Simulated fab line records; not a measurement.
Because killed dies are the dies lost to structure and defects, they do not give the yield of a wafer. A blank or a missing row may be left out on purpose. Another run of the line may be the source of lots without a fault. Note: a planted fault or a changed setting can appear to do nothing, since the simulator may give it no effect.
fab line records	flow n5_finfet
record lots=10	wafers=28	last_day=18
route steps=1938 shown START@1 WELL_APT@32 PMOS_HMC_CHANNEL_EPI@68 BEOL_M4@1111
lots untouched by any fault: they come from a run of this same line in which no faults occurred
start_h: hours from the record's first day to the start of the lot's first wafer shown	wait_h: hours since the lot's step before	" identical to the entry in the row above	L1.1+2: a row that stands for several wafers	- no value, or no start was given	* or withheld: withheld	< > ~ a bound
route shown NAME@n: a module of which the file shows steps, and the number in the route of the first	usual: the fault-free wafers' mean and standard deviation	same: alike in all rows	chamber/n: place in a boat	sites: readings site by site	_std_site: the standard deviation of these	_edge_site: the outer-site mean with the inner-site mean subtracted	radius_mm: how far each site lies from the wafer's centre	mask NAME#n: copy n	behind: the last tool/chamber to shape the wafer	hold: why the lot was held/for how many hours/how that ended	device: names the non-switching transistor (n, p or np)	end of line: tests of these same wafers at the route's end	for a step that has no rows: nothing shown but its recipe	killed: the dies lost at the first sort to structure and to defects; this is not the yield of the wafer	map: per-die view of a wafer (x killed, . not killed, _ where there is no die)
set.NAME: setting as actually run; set.NAME@STEP: the setting as run at that earlier step	model.NAME: the simulator's own value behind a step, which no gauge read
route steps across a sampled set of lots; one table per step, one row per wafer
services: the hour from which a tool's chamber was out of use, counted from the record's first day as start_h (under 0 if before that day), plus the number of hours and why
## steps
# step N5_START_INSPECT_01
# recipe inspect_instrument=unpatterned_scan	mode=incoming
# usual raw_defect_count=5.9/2.2
lot.wafer	tool	chamber	start_h	wait_h	raw_defect_count
L401.2	defect_inspect-02	-	12.21	-	8
L401.3	"	-	"	"	4
L401.4	"	-	"	"	5
L402.3	defect_inspect-02	-	18.03	-	3
L402.5	"	-	"	"	7
L405.3	defect_inspect-02	-	36.03	-	7
L405.5	"	-	"	"	10
L405.6	"	-	"	"	11
L406.1	defect_inspect-02	-	42.03	-	12
L406.4	"	-	"	"	7
L406.6	"	-	"	"	8
L408.1	defect_inspect-02	-	54.04	-	11
L408.2	"	-	"	"	4
L408.3	"	-	"	"	8
L414.2	defect_inspect-01	-	90.04	-	4
L414.3	"	-	"	"	7
L418.2	defect_inspect-02	-	114.03	-	9
L418.4	"	-	"	"	6
L418.5	"	-	"	"	7
L419.1	defect_inspect-01	-	120.03	-	6
L419.4	"	-	"	"	2
L419.6	"	-	"	"	9
L421.1	defect_inspect-01	-	132.03	-	5
L421.2	"	-	"	"	2
L421.5	"	-	"	"	8
L423.2	defect_inspect-02	-	144.03	-	6
L423.4	"	-	"	"	6
L423.6	"	-	"	"	9
# step N5_WELL_APT_IMPLANT_14
# recipe species=P	energy_kev=160	dose_cm2=1.5e+13	tilt_deg=0	rotation_deg=0
# usual beam_energy_keV=160.01/0.047	dose_ions_cm2=1.5e+13/1.6e+10	faraday_current_uA=190/3.8
lot.wafer	tool	chamber	start_h	wait_h	beam_energy_keV	dose_ions_cm2	faraday_current_uA
L401.2	implanter-02	0	14.21	0.1	159.93	1.5014e+13	187
L401.3	"	0	"	"	160.01	1.5007e+13	188
L401.4	"	0	"	"	159.95	1.4992e+13	195
L402.3	implanter-01	0	20.06	0.1	159.98	1.5021e+13	188
L402.5	"	0	"	"	160.03	1.4994e+13	188
L405.3	implanter-01	0	38.22	0.1	160.07	1.4987e+13	192
L405.5	"	0	"	"	160.02	1.4985e+13	192
L405.6	"	0	"	"	160.02	1.4989e+13	190
L406.1	implanter-01	0	43.88	0.1	160.05	1.0616e+13	138
L406.4	"	0	"	"	159.93	1.0626e+13	132
L406.6	"	0	"	"	159.97	1.0647e+13	138
L408.1	implanter-01	0	56.18	0.1	159.91	1.0606e+13	134
L408.2	"	0	"	"	159.93	1.0601e+13	134
L408.3	"	0	"	"	160.02	1.0612e+13	135
L414.2	implanter-02	0	91.83	0.1	159.94	1.4994e+13	196
L414.3	"	0	"	"	160.02	1.4987e+13	192
L418.2	implanter-01	0	115.90	0.1	160.01	1.5011e+13	184
L418.4	"	0	"	"	160.01	1.5001e+13	199
L418.5	"	0	"	"	159.98	1.502e+13	188
L419.1	implanter-02	0	122.38	0.1	160.01	1.5e+13	195
L419.4	"	0	"	"	160.10	1.501e+13	194
L419.6	"	0	"	"	160.06	1.5012e+13	187
L421.1	implanter-02	0	134.12	0.1	159.98	1.4976e+13	195
L421.2	"	0	"	"	159.95	1.4989e+13	192
L421.5	"	0	"	"	159.94	1.4981e+13	193
L423.2	implanter-01	0	146.02	0.1	160.07	1.5036e+13	192
L423.4	"	0	"	"	160.03	1.5026e+13	183
L423.6	"	0	"	"	160.07	1.5019e+13	184
# step N5_WELL_APT_RTA_34
# recipe temp_c=1000	time_s=10	ambient=N2	idle_temp_c=600	ramp_up_c_per_s=150	ramp_down_c_per_s=60	cool_to_c=600
# usual lamp_power_pct=13.01/0.057	wafer_temp_C_max=1003.6/1.1
lot.wafer	tool	chamber	start_h	wait_h	lamp_power_pct	wafer_temp_C_max
L401.2	rtp_anneal-01	0	16.67	0.1	13.02	1003.3
L401.3	"	0	"	"	13.14	1002.4
L401.4	"	0	"	"	12.99	1003.4
L402.3	rtp_anneal-02	0	21.88	0.1	13.02	1002.6
L402.5	"	0	"	"	12.90	1003.6
L405.3	rtp_anneal-02	0	40.16	0.1	13.00	1003.4
L405.5	"	0	"	"	13.01	1003.1
L405.6	"	0	"	"	13.02	1002.6
L406.1	rtp_anneal-01	0	45.69	0.1	12.92	1003.8
L406.4	"	0	"	"	13.00	1004.1
L406.6	"	0	"	"	13.09	1003.1
L408.1	rtp_anneal-01	0	57.99	0.0	13.00	1003.5
L408.2	"	0	"	"	12.98	1004.5
L408.3	"	0	"	"	12.98	1003.5
L414.2	rtp_anneal-02	0	93.77	0.0	12.92	1003.1
L414.3	"	0	"	"	13.13	1006.9
L418.2	rtp_anneal-02	0	117.70	0.0	12.89	1002.6
L418.4	"	0	"	"	13.04	1004.3
L418.5	"	0	"	"	13.04	1003.1
L419.1	rtp_anneal-02	0	124.23	0.0	12.99	1005.8
L419.4	"	0	"	"	13.05	1004.2
L419.6	"	0	"	"	13.04	1004.0
L421.1	rtp_anneal-01	0	135.99	0.0	12.88	1003.5
L421.2	"	0	"	"	13.11	1003.2
L421.5	"	0	"	"	12.94	1002.6
L423.2	rtp_anneal-01	0	148.01	0.2	12.95	1002.5
L423.4	"	0	"	"	13.03	1002.1
L423.6	"	0	"	"	12.96	1003.7
# step N5_PMOS_HMC_CHANNEL_EPI_DESCUM_14
# recipe chemistry=O2	time_s=7.9	source_power_w=50	bias_power_w=20	pressure_mtorr=20	rf_frequency_hz=2.712e+07	temp_c=40	resist=CAR-ArF-block	o2_flow_sccm=225
# usual chamber_pressure_mTorr=19.999/0.019	drypump_motor_current_A=5.8/0.37	oes_product_au=0.78/0.068	rf_vpp_V=243.5/1.4	showerhead_plenum_p_Torr=2.12/0.071	throttle_valve_pct=20.45/0.19
lot.wafer	tool	chamber	start_h	wait_h	chamber_pressure_mTorr	drypump_motor_current_A	oes_product_au	rf_hours_counter_h	rf_vpp_V	showerhead_plenum_p_Torr	throttle_valve_pct
L401.2	rie_diel-02	3	18.25	0.0	20.002	5.9	0.74	144	243.4	2.02	20.46
L401.3	"	1	"	"	19.990	6.2	0.75	148	244.3	2.19	20.42
L401.4	"	2	"	"	20.005	4.9	0.79	135	244.8	2.08	20.15
L402.3	rie_diel-01	0	23.26	0.0	19.988	6.0	0.83	99	241.6	2.05	20.71
L402.5	"	2	"	"	19.987	5.9	0.77	-	243.8	2.16	20.39
L405.3	rie_diel-05	3	41.40	0.0	19.991	5.6	0.74	178	244.5	2.18	20.50
L405.5	"	3	"	"	20.010	5.6	0.74	-	244.8	2.18	20.50
L405.6	"	2	"	"	19.991	5.6	0.76	-	243.4	2.16	20.29
L406.1	rie_diel-01	2	47.40	0.4	19.986	5.9	0.75	144	243.9	2.16	20.40
L406.4	"	0	"	"	20.000	6.0	0.81	108	240.8	2.04	20.72
L406.6	"	3	"	"	19.973	5.0	0.75	-	242.0	2.03	20.53
L408.1	rie_diel-01	1	59.70	0.3	20.041	6.5	1.00	4	243.6	2.14	20.20
L408.2	"	0	"	"	19.985	6.0	0.81	112	242.3	2.04	20.73
L408.3	"	2	"	"	20.011	5.9	0.75	148	243.9	2.16	20.37
L414.2	rie_diel-05	2	95.66	0.1	20.005	5.7	0.74	187	244.1	2.16	20.30
L414.3	"	1	"	"	19.954	5.7	0.73	150	241.4	2.01	20.84
L418.2	rie_diel-05	1	119.51	0.2	19.957	5.7	0.73	157	240.8	2.01	20.84
L418.4	"	2	"	"	20.005	5.6	0.73	194	244.0	2.16	20.33
L418.5	"	3	"	"	20.022	5.6	0.72	-	244.0	2.17	20.53
L419.1	rie_diel-02	2	125.64	0.0	20.039	5.0	0.74	171	243.9	2.07	20.19
L419.4	"	3	"	"	20.041	5.9	0.72	-	241.1	2.00	20.50
L419.6	"	2	"	"	20.009	4.9	0.75	-	243.3	2.07	20.20
L421.1	rie_diel-05	0	137.62	0.3	19.996	5.8	0.85	60	244.7	2.20	20.40
L421.2	"	2	"	"	20.000	5.6	0.72	199	244.4	2.16	20.34
L421.5	"	0	"	"	20.016	5.8	0.85	-	245.3	2.20	20.37
L423.2	rie_diel-01	2	149.41	0.0	19.969	5.9	0.73	176	245.1	2.15	20.44
L423.4	"	1	"	"	20.008	6.5	0.93	31	244.1	2.13	20.25
L423.6	"	1	"	"	19.977	6.5	0.93	-	243.9	2.13	20.25
# step N5_BEOL_M4_RC_MEAS_101
# usual DIBL_N=36.0/1.6	DIBL_P=36.1/2	IOFF_N=0.160/0.029	IOFF_P=0.21/0.039	ION_N=675/13	ION_P=464/8.8	RS_NWELL=1038/6.2	SS_N=71.5/0.58	SS_P=73.3/0.65	VT_N=250/3.3	VT_P=-249/3.6
lot.wafer	tool	chamber	start_h	wait_h	DIBL_N[mV/V]	DIBL_P[mV/V]	IOFF_N[nA/um]	IOFF_P[nA/um]	ION_N[uA/um]	ION_P[uA/um]	RS_NWELL[ohm/sq]	SS_N[mV/dec]	SS_P[mV/dec]	VT_N[mV]	VT_P[mV]
L401.2	prober-02	0	164.07	0.2	37.4	36.9	0.164	0.21	676	456	1035	72.0	73.4	247	-252
L401.3	"	0	"	"	35.6	34.9	0.128	0.19	659	454	1035	71.5	73.0	251	-253
L401.4	"	0	"	"	36.4	33.6	0.141	0.17	662	449	1034	71.6	72.7	254	-255
L402.3	prober-01	0	169.61	0.3	37.5	36.4	0.174	0.24	666	460	1037	71.8	74.0	251	-248
L402.5	"	0	"	"	36.0	34.5	0.149	0.21	667	460	1045	71.1	72.7	251	-250
L405.3	prober-02	0	191.35	0.3	33.7	35.3	0.146	0.19	678	463	1039	71.2	73.1	250	-252
L405.5	"	0	"	"	32.2	33.5	0.118	0.17	675	466	1040	70.8	72.7	253	-250
L405.6	"	0	"	"	35.7	37.8	0.175	0.23	678	463	1038	70.7	73.7	247	-249
L406.1	prober-02	0	204.65	0.0	38.0	36.8	0.166	0.23	681	471	1256	71.6	73.6	250	-248
L406.4	"	0	"	"	36.7	35.3	0.154	0.22	677	465	1263	70.8	73.0	250	-249
L406.6	"	0	"	"	37.5	37.1	0.152	0.23	670	465	1270	72.2	73.3	252	-247
L408.1	prober-02	0	209.07	0.0	38.5	37.3	0.190	0.25	671	466	1266	72.3	74.0	248	-244
L408.2	"	0	"	"	37.1	36.6	0.154	0.24	660	461	1278	72.0	73.3	250	-245
L408.3	"	0	"	"	36.1	35.6	0.140	0.23	665	467	1264	71.3	73.6	250	-242
L414.2	prober-01	0	238.45	0.2	35.6	34.9	0.155	0.22	652	457	1046	71.7	72.7	250	-248
L414.3	"	0	"	"	36.5	37.6	0.178	0.27	689	474	1030	71.2	74.2	247	-246
L418.2	prober-01	0	268.24	0.2	37.1	38.1	0.203	0.22	685	463	1052	71.5	73.6	245	-248
L418.4	"	0	"	"	35.7	36.5	0.154	0.20	661	463	1043	71.4	73.8	248	-248
L418.5	"	0	"	"	34.8	35.1	0.144	0.18	670	455	1032	70.7	72.9	250	-253
L419.1	prober-02	0	286.33	0.0	37.0	37.9	0.177	0.24	694	478	1044	72.3	73.2	245	-245
L419.4	"	0	"	"	38.7	39.9	0.218	0.30	711	482	1044	72.2	74.3	244	-244
L419.6	"	0	"	"	38.2	40.1	0.195	0.29	689	480	1036	72.1	73.8	244	-244
L421.1	prober-02	0	301.11	0.0	35.4	35.1	0.146	0.20	695	478	1038	71.2	72.2	249	-251
L421.2	"	0	"	"	36.8	36.5	0.159	0.22	675	466	1036	71.7	73.2	251	-248
L421.5	"	0	"	"	38.6	39.2	0.210	0.27	706	479	1033	72.0	74.0	247	-247
L423.2	prober-02	0	303.43	0.2	34.6	33.6	0.128	0.19	664	462	1036	70.7	72.0	253	-247
L423.4	"	0	"	"	35.0	35.3	0.139	0.21	657	458	1041	71.5	72.9	253	-251
L423.6	"	0	"	"	37.1	37.7	0.180	0.25	682	465	1041	71.9	74.1	247	-247
## services
tool	chamber	start_h	hours	kind
implanter-02	-	-8.91	0.9	repair
rie_diel-01	3	11.86	17.0	repair
rie_diel-01	1	29.01	-	clean
rie_diel-01	1	29.01	-	consumable_replace:focus_ring
rie_diel-01	1	29.01	16.7	scheduled_down
rie_diel-01	1	29.01	16.7	vent_cycle
implanter-01	-	35.37	0.8	repair
implanter-02	-	58.06	3.4	repair
rtp_anneal-02	-	58.46	1.4	pm
rie_diel-01	3	76.84	10.0	repair
rie_diel-05	1	91.99	2.6	repair
rie_diel-02	1	92.88	3.0	repair
implanter-02	-	101.57	5.8	pm
rie_diel-02	1	113.71	14.4	repair
implanter-01	-	137.21	0.8	repair
## key
first_sign step=N5_WELL_APT_IMPLANT_14	reading=dose_ions_cm2	direction=down	sigmas=99+	usual=1.5e+13	struck=1.0618e+13
effect step=N5_WELL_APT_IMPLANT_14	reading=faraday_current_uA	direction=down	sigmas=15	usual=190	struck=135
effect step=N5_BEOL_M4_RC_MEAS_101	reading=RS_NWELL	direction=up	sigmas=37	usual=1038	struck=1266
met_at N5_WELL_APT_IMPLANT_14
struck_lots L406,L408
not_acting_at N5_START_INSPECT_01,N5_WELL_APT_RTA_34,N5_PMOS_HMC_CHANNEL_EPI_DESCUM_14
onset_between 38.22 43.88
fault kind=process_parameter_drift	tool=implanter-01	chamber=-	onset_h=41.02	steps=N5_WELL_APT_IMPLANT_14	channel=dose_cm2	offset=-4.3785e+12	shape=step	end_h=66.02	acts_in=these_recipes_only	stated=1.5e+13
